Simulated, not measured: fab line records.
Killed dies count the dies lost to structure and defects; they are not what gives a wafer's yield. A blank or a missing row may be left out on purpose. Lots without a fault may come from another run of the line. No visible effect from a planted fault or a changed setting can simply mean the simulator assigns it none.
Which tool did it?	flow n5_finfet	Sampling: 23 lots, 69 wafers, 6 of 1938 route steps

WHAT THE GAUGES SHOWED, per wafer
No reading from a measuring or inspecting step in the record can be judged against a usual standard deviation.

EACH LOT AND THE TOOL THAT RAN IT (in order: tool; ch and the chambers of the sampled wafers; start)
lot	N5_BEOL_M2_ETCH_70	N5_BEOL_M2_VIA_ETCH_34	N5_BEOL_M2_SPUTTER_86	N5_BEOL_M2_SPUTTER_88	N5_BEOL_M2_ANNEAL_51	N5_BEOL_M3_HM_OPEN_17
L074	rie_diel-02 ch 0,2,3, day 6 23:43	rie_diel-02 ch 0,2,3, day 6 23:49	pvd_sputter-03, day 7 02:05	pvd_sputter-03, day 7 02:18	rtp_anneal-02 ch 0, day 7 03:23	rie_metal-02 ch 0,1, day 7 05:32
L075	rie_diel-05 ch 0,2,3, day 6 23:59	rie_diel-05 ch 0,2,3, day 7 00:05	pvd_sputter-02, day 7 02:27	pvd_sputter-02, day 7 02:40	rtp_anneal-01 ch 0, day 7 03:50	rie_metal-03 ch 0,1, day 7 08:06
L076	rie_diel-02 ch 0,1,3, day 7 06:28	rie_diel-02 ch 0,1,3, day 7 06:34	pvd_sputter-01, day 7 08:45	pvd_sputter-01, day 7 08:58	rtp_anneal-02 ch 0, day 7 10:23	rie_metal-01 ch 1, day 7 12:41
L077	rie_diel-05 ch 1,2,3, day 7 06:30	rie_diel-05 ch 1,2,3, day 7 06:36	pvd_sputter-02, day 7 09:14	pvd_sputter-02, day 7 09:27	rtp_anneal-02 ch 0, day 7 10:43	rie_metal-02 ch 0,1, day 7 15:07
L078	rie_diel-05 ch 0,2, day 7 14:08	rie_diel-05 ch 0,2, day 7 14:14	pvd_sputter-03, day 7 16:19	pvd_sputter-03, day 7 16:32	rtp_anneal-01 ch 0, day 7 17:40	rie_metal-02 ch 0,1, day 7 21:59
L079	rie_diel-05 ch 0,3, day 7 21:59	rie_diel-05 ch 0,3, day 7 22:05	pvd_sputter-01, day 8 02:10	pvd_sputter-01, day 8 02:23	rtp_anneal-02 ch 0, day 8 03:30	rie_metal-02 ch 0,1, day 8 06:02
L080	rie_diel-05 ch 0,3, day 8 07:05	rie_diel-05 ch 0,3, day 8 07:11	pvd_sputter-01, day 8 09:37	pvd_sputter-01, day 8 09:50	rtp_anneal-01 ch 0, day 8 10:58	rie_metal-03 ch 0,1, day 8 14:52
L081	rie_diel-04 ch 1,3, day 8 10:21	rie_diel-04 ch 1,3, day 8 10:27	pvd_sputter-02, day 8 12:43	pvd_sputter-02, day 8 12:56	rtp_anneal-01 ch 0, day 8 14:08	rie_metal-01 ch 0,1, day 8 20:04
L082	rie_diel-04 ch 1,3, day 8 19:15	rie_diel-04 ch 1,3, day 8 19:21	pvd_sputter-01, day 8 22:58	pvd_sputter-01, day 8 23:11	rtp_anneal-02 ch 0, day 9 00:19	rie_metal-03 ch 0,1, day 9 03:39
L083	rie_diel-02 ch 0,2, day 8 23:05	rie_diel-02 ch 0,2, day 8 23:11	pvd_sputter-01, day 9 01:11	pvd_sputter-01, day 9 01:24	rtp_anneal-02 ch 0, day 9 02:47	rie_metal-03 ch 0,1, day 9 05:03
L084	rie_diel-04 ch 0,1,2, day 9 09:49	rie_diel-04 ch 0,1,2, day 9 09:56	pvd_sputter-02, day 9 12:15	pvd_sputter-02, day 9 12:28	rtp_anneal-02 ch 0, day 9 13:35	rie_metal-02 ch 0,1, day 9 17:42
L085	rie_diel-04 ch 1,2,3, day 9 13:10	rie_diel-04 ch 1,2,3, day 9 13:17	pvd_sputter-02, day 9 15:22	pvd_sputter-02, day 9 15:35	rtp_anneal-02 ch 0, day 9 16:43	rie_metal-03 ch 0,1, day 9 19:25
L086	rie_diel-02 ch 0,1,2, day 9 23:37	rie_diel-02 ch 0,1,2, day 9 23:43	pvd_sputter-02, day 10 02:26	pvd_sputter-02, day 10 02:39	rtp_anneal-01 ch 0, day 10 03:50	rie_metal-01 ch 0,1, day 10 07:36
L088	rie_diel-02 ch 1,2,3, day 10 03:19	rie_diel-02 ch 1,2,3, day 10 03:25	pvd_sputter-03, day 10 05:55	pvd_sputter-03, day 10 06:08	rtp_anneal-01 ch 0, day 10 07:12	rie_metal-03 ch 0,1, day 10 09:53
L087	rie_diel-04 ch 1,2,3, day 10 03:21	rie_diel-04 ch 1,2,3, day 10 03:28	pvd_sputter-01, day 10 07:04	pvd_sputter-01, day 10 07:17	rtp_anneal-02 ch 0, day 10 08:34	rie_metal-03 ch 1, day 10 10:47
L089	rie_diel-02 ch 1,2,3, day 10 18:42	rie_diel-02 ch 1,2,3, day 10 18:49	pvd_sputter-03, day 10 20:57	pvd_sputter-03, day 10 21:10	rtp_anneal-01 ch 0, day 10 22:20	rie_metal-01 ch 0,1, day 11 01:04
L090	rie_diel-05 ch 2,3, day 10 18:50	rie_diel-05 ch 2,3, day 10 18:57	pvd_sputter-02, day 10 21:01	pvd_sputter-02, day 10 21:14	rtp_anneal-02 ch 0, day 10 22:24	rie_metal-01 ch 0,1, day 11 02:49
L091	rie_diel-02 ch 0,1,3, day 11 04:15	rie_diel-02 ch 0,1,3, day 11 04:21	pvd_sputter-03, day 11 07:45	pvd_sputter-03, day 11 07:58	rtp_anneal-02 ch 0, day 11 09:03	rie_metal-03 ch 0,1, day 11 11:14
L092	rie_diel-02 ch 0,1,3, day 11 09:32	rie_diel-02 ch 0,1,3, day 11 09:39	pvd_sputter-03, day 11 11:50	pvd_sputter-03, day 11 12:03	rtp_anneal-01 ch 0, day 11 13:16	rie_metal-03 ch 0,1, day 11 17:59
L093	rie_diel-02 ch 0,1,2, day 11 12:23	rie_diel-02 ch 0,1,2, day 11 12:29	pvd_sputter-02, day 11 14:22	pvd_sputter-02, day 11 14:35	rtp_anneal-01 ch 0, day 11 15:40	rie_metal-02 ch 1, day 11 18:18
L094	rie_diel-04 ch 0,2,3, day 11 17:13	rie_diel-04 ch 0,2,3, day 11 17:20	pvd_sputter-02, day 11 20:43	pvd_sputter-02, day 11 20:56	rtp_anneal-02 ch 0, day 11 22:01	rie_metal-01 ch 0,1, day 12 00:09
L095	rie_diel-05 ch 1,2,3, day 12 03:52	rie_diel-05 ch 1,2,3, day 12 03:58	pvd_sputter-03, day 12 06:28	pvd_sputter-03, day 12 06:41	rtp_anneal-02 ch 0, day 12 08:08	rie_metal-01 ch 0,1, day 12 11:50
L097	rie_diel-04 ch 1,2,3, day 12 21:40	rie_diel-04 ch 1,2,3, day 12 21:45	pvd_sputter-01, day 13 00:08	pvd_sputter-01, day 13 00:22	rtp_anneal-02 ch 0, day 13 01:34	rie_metal-02 ch 0,1, day 13 04:59
- N5_BEOL_M2_ETCH_70: etches SOC in N2/H2, target depth 80 nm, overetch 24 nm, time 130 s.
- N5_BEOL_M2_VIA_ETCH_34: etches the open film in C4F6/O2, target depth 69.4 nm, time 65.9 s.
- N5_BEOL_M2_SPUTTER_86: material Cu, target thk 4.5 nm, time 8.29 s.
- N5_BEOL_M2_SPUTTER_88: material Cu, target thk 4.5 nm, time 8.29 s.
- N5_BEOL_M2_ANNEAL_51: time 90 s.
- N5_BEOL_M3_HM_OPEN_17: chemistry Cl2/BCl3, target TiN, target depth 20 nm, overetch 6 nm.

AS READ BY THE TOOLS THEMSELVES (means over the sampled wafers that have a number; for cases with no such wafer, the mark the record gives instead)
N5_BEOL_M2_ETCH_70. Usual: chamber_pressure_mTorr 29.999 mTorr, standard deviation 0.027; drypump_motor_current_A 5.8 A, standard deviation 0.46; h2_flow_sccm 200.1 sccm, standard deviation 0.67; oes_product_au 0.60 a.u., standard deviation 0.053; rf_vpp_V 523.8 V, standard deviation 2.7; showerhead_plenum_p_Torr 2.54 Torr, standard deviation 0.097; throttle_valve_pct 17.72 %, standard deviation 0.24.
lot	tool	chamber_pressure_mTorr (mTorr)	drypump_motor_current_A (A)	h2_flow_sccm (sccm)	oes_product_au (a.u.)	rf_vpp_V (V)	showerhead_plenum_p_Torr (Torr)	throttle_valve_pct (%)	flag
L074	rie_diel-02	30.003	5.9	199.8	0.60	524.3	2.57	17.70	
L075	rie_diel-05	29.985	5.7	200.0	0.59	524.2	2.56	17.92	
L076	rie_diel-02	30.000	6.0	199.4	0.56	522.2	2.46	17.68	
L077	rie_diel-05	29.988	5.8	200.3	0.60	523.2	2.53	17.77	
L078	rie_diel-05	29.988	5.7	201.1	0.56	525.6	2.61	17.84	
L079	rie_diel-05	29.998	5.7	200.7	0.63	523.7	2.55	17.95	
L080	rie_diel-05	30.006	5.7	200.5	0.60	525.8	2.60	17.88	
L081	rie_diel-04	30.010	5.5	199.6	0.61	523.1	2.51	17.90	
L082	rie_diel-04	30.007	5.3	200.5	0.61	523.9	2.55	17.86	
L083	rie_diel-02	29.994	6.4	200.8	0.56	523.2	2.50	17.63	
L084	rie_diel-04	29.972	5.6	200.6	0.58	522.7	2.49	17.77	
L085	rie_diel-04	29.992	5.6	199.9	0.61	523.9	2.54	17.74	
L086	rie_diel-02	30.001	6.1	199.3	0.56	522.4	2.50	17.71	
L088	rie_diel-02	29.986	5.6	200.3	0.59	524.5	2.55	17.81	
L087	rie_diel-04	30.019	5.6	199.8	0.61	523.4	2.54	17.75	
L089	rie_diel-02	30.019	5.6	200.8	0.58	524.2	2.55	17.83	
L090	rie_diel-05	29.969	5.7	200.9	0.65	522.0	2.49	17.71	
L091	rie_diel-02	30.004	6.0	199.8	0.61	523.4	2.56	17.61	
L092	rie_diel-02	30.006	6.0	200.0	0.60	524.0	2.56	17.61	
L093	rie_diel-02	30.022	6.1	200.2	0.61	526.2	2.60	17.60	
L094	rie_diel-04	29.993	5.3	199.5	0.58	522.8	2.52	17.76	
L095	rie_diel-05	29.931	5.8	199.6	0.62	522.4	2.51	17.69	
L097	rie_diel-04	29.989	5.6	200.0	0.59	524.2	2.53	17.79	

N5_BEOL_M2_VIA_ETCH_34. Usual: chamber_pressure_mTorr 14.999 mTorr, standard deviation 0.013; drypump_motor_current_A 5.8 A, standard deviation 0.46; oes_product_au 0.81 a.u., standard deviation 0.077; rf_vpp_V 668 V, standard deviation 6.5; showerhead_plenum_p_Torr 2.84 Torr, standard deviation 0.1; throttle_valve_pct 30.64 %, standard deviation 0.25.
lot	tool	chamber_pressure_mTorr (mTorr)	drypump_motor_current_A (A)	oes_product_au (a.u.)	rf_vpp_V (V)	showerhead_plenum_p_Torr (Torr)	throttle_valve_pct (%)	flag
L074	rie_diel-02	14.993	5.9	0.82	673	2.87	30.65	
L075	rie_diel-05	14.990	5.7	0.80	666	2.85	30.84	
L076	rie_diel-02	15.010	6.0	0.75	668	2.77	30.60	
L077	rie_diel-05	14.994	5.8	0.82	662	2.82	30.65	
L078	rie_diel-05	15.013	5.7	0.76	668	2.91	30.84	
L079	rie_diel-05	15.005	5.7	0.85	668	2.84	30.87	
L080	rie_diel-05	15.004	5.7	0.81	671	2.90	30.86	
L081	rie_diel-04	14.992	5.6	0.83	664	2.80	30.73	
L082	rie_diel-04	14.998	5.3	0.83	661	2.83	30.69	
L083	rie_diel-02	14.997	6.4	0.75	671	2.80	30.53	
L084	rie_diel-04	15.013	5.7	0.79	665	2.77	30.56	
L085	rie_diel-04	14.995	5.6	0.84	664	2.83	30.59	
L086	rie_diel-02	15.004	6.1	0.75	669	2.80	30.68	
L088	rie_diel-02	15.006	5.6	0.80	669	2.87	30.84	
L087	rie_diel-04	15.002	5.6	0.84	663	2.83	30.59	
L089	rie_diel-02	14.995	5.6	0.79	670	2.86	30.84	
L090	rie_diel-05	14.974	5.8	0.89	667	2.78	30.66	
L091	rie_diel-02	14.996	6.0	0.82	672	2.87	30.58	
L092	rie_diel-02	15.016	6.0	0.81	672	2.87	30.58	
L093	rie_diel-02	15.006	6.1	0.84	672	2.91	30.64	
L094	rie_diel-04	15.000	5.4	0.79	662	2.80	30.55	
L095	rie_diel-05	15.003	5.8	0.83	666	2.80	30.57	
L097	rie_diel-04	14.989	5.6	0.81	664	2.82	30.62	

N5_BEOL_M2_SPUTTER_86. Usual: chuck_gas_flow_sccm 1.26 sccm, standard deviation 0.048; throttle_valve_pct 30.3 %, standard deviation 0.99.
lot	tool	chuck_gas_flow_sccm (sccm)	throttle_valve_pct (%)	flag
L074	pvd_sputter-03	1.27	29.7	
L075	pvd_sputter-02	1.30	31.7	
L076	pvd_sputter-01	1.31	30.5	
L077	pvd_sputter-02	1.22	31.5	
L078	pvd_sputter-03	1.28	29.2	
L079	pvd_sputter-01	1.31	30.4	
L080	pvd_sputter-01	1.22	29.9	
L081	pvd_sputter-02	1.25	31.2	
L082	pvd_sputter-01	1.26	30.3	
L083	pvd_sputter-01	1.22	29.8	
L084	pvd_sputter-02	1.28	31.4	
L085	pvd_sputter-02	1.27	31.0	
L086	pvd_sputter-02	1.22	31.4	
L088	pvd_sputter-03	1.20	28.9	
L087	pvd_sputter-01	1.26	30.5	
L089	pvd_sputter-03	1.28	29.0	
L090	pvd_sputter-02	1.24	31.0	
L091	pvd_sputter-03	1.33	29.2	
L092	pvd_sputter-03	1.28	29.7	
L093	pvd_sputter-02	1.25	31.5	
L094	pvd_sputter-02	1.28	31.0	
L095	pvd_sputter-03	1.32	29.8	
L097	pvd_sputter-01	1.25	29.7	

N5_BEOL_M2_SPUTTER_88. Usual: chuck_gas_flow_sccm 1.26 sccm, standard deviation 0.055; throttle_valve_pct 30.3 %, standard deviation 0.97.
lot	tool	chuck_gas_flow_sccm (sccm)	throttle_valve_pct (%)	flag
L074	pvd_sputter-03	1.30	29.5	
L075	pvd_sputter-02	1.25	31.5	
L076	pvd_sputter-01	1.27	30.4	
L077	pvd_sputter-02	1.29	31.3	
L078	pvd_sputter-03	1.21	29.1	
L079	pvd_sputter-01	1.21	30.4	
L080	pvd_sputter-01	1.28	30.0	
L081	pvd_sputter-02	1.23	31.3	
L082	pvd_sputter-01	1.23	30.4	
L083	pvd_sputter-01	1.26	29.9	
L084	pvd_sputter-02	1.23	31.3	
L085	pvd_sputter-02	1.25	30.9	
L086	pvd_sputter-02	1.19	31.4	
L088	pvd_sputter-03	1.23	28.8	
L087	pvd_sputter-01	1.24	30.3	
L089	pvd_sputter-03	1.31	28.9	
L090	pvd_sputter-02	1.25	31.1	
L091	pvd_sputter-03	1.32	29.1	
L092	pvd_sputter-03	1.29	29.7	
L093	pvd_sputter-02	1.26	31.4	
L094	pvd_sputter-02	1.27	31.0	
L095	pvd_sputter-03	1.35	30.0	
L097	pvd_sputter-01	1.27	29.8	

N5_BEOL_M2_ANNEAL_51. Usual: wafer_temp_C_max at 226.20, with a standard deviation of 0.27.
lot	tool	wafer_temp_C_max	flag
L074	rtp_anneal-02	226.23	
L075	rtp_anneal-01	226.37	
L076	rtp_anneal-02	226.03	
L077	rtp_anneal-02	225.91	
L078	rtp_anneal-01	226.51	
L079	rtp_anneal-02	226.10	
L080	rtp_anneal-01	226.20	
L081	rtp_anneal-01	226.29	
L082	rtp_anneal-02	226.18	
L083	rtp_anneal-02	226.20	
L084	rtp_anneal-02	226.28	
L085	rtp_anneal-02	225.88	
L086	rtp_anneal-01	226.07	
L088	rtp_anneal-01	226.21	
L087	rtp_anneal-02	226.41	
L089	rtp_anneal-01	226.36	
L090	rtp_anneal-02	226.33	
L091	rtp_anneal-02	226.05	
L092	rtp_anneal-01	226.04	
L093	rtp_anneal-01	226.48	
L094	rtp_anneal-02	226.13	
L095	rtp_anneal-02	226.27	
L097	rtp_anneal-02	226.03	

N5_BEOL_M3_HM_OPEN_17. Usual: chamber_pressure_mTorr 10.001 mTorr, standard deviation 0.009; drypump_motor_current_A 5.6 A, standard deviation 0.54; oes_product_au 0.69 a.u., standard deviation 0.082; throttle_valve_pct 22.11 %, standard deviation 0.25.
lot	tool	chamber_pressure_mTorr (mTorr)	drypump_motor_current_A (A)	oes_product_au (a.u.)	throttle_valve_pct (%)	flag
L074	rie_metal-02	10.000	5.4	0.62	22.40	
L075	rie_metal-03	10.002	5.5	0.70	22.08	
L076	rie_metal-01	10.001	6.0	0.50	22.31	
L077	rie_metal-02	9.999	5.2	0.58	22.45	
L078	rie_metal-02	10.002	5.2	0.57	22.47	
L079	rie_metal-02	10.003	5.4	0.62	22.40	
L080	rie_metal-03	10.003	5.5	0.69	22.08	
L081	rie_metal-01	9.996	5.8	0.81	21.92	
L082	rie_metal-03	9.997	6.0	0.71	22.00	
L083	rie_metal-03	9.997	5.5	0.69	22.08	
L084	rie_metal-02	10.004	5.4	0.61	22.41	
L085	rie_metal-03	9.996	6.0	0.71	21.99	
L086	rie_metal-01	9.995	5.6	0.77	21.82	
L088	rie_metal-03	9.990	5.5	0.68	22.08	
L087	rie_metal-03	10.004	5.1	0.66	22.18	
L089	rie_metal-01	10.000	5.7	0.76	21.82	
L090	rie_metal-01	9.993	5.7	0.76	21.83	
L091	rie_metal-03	10.009	5.5	0.67	22.08	
L092	rie_metal-03	10.004	6.0	0.69	22.01	
L093	rie_metal-02	9.993	5.7	0.64	22.38	
L094	rie_metal-01	9.994	5.7	0.76	21.83	
L095	rie_metal-01	10.003	5.8	0.76	21.93	
L097	rie_metal-02	10.003	5.4	0.69	22.35	

THE ANSWER, worked out from the rows above alone
Rule: lot off if the mean of its wafers having a number is beyond 3 standard deviations from the usual mean. Also off: a lot with no number at a reading for which 4 or more lots have one. Where the step has rows for the other lots, those lots are counted as sound. First the gauges in route order, then the tools' own readings, where a lot's mean is used as printed above. The first step at which some lot is off is used, and at that step the reading that is off furthest; a lot without a number counts as furthest.
Nothing can be told from this: no lot is off at any reading shown.

WHAT THE SIMULATOR HAD INSERTED
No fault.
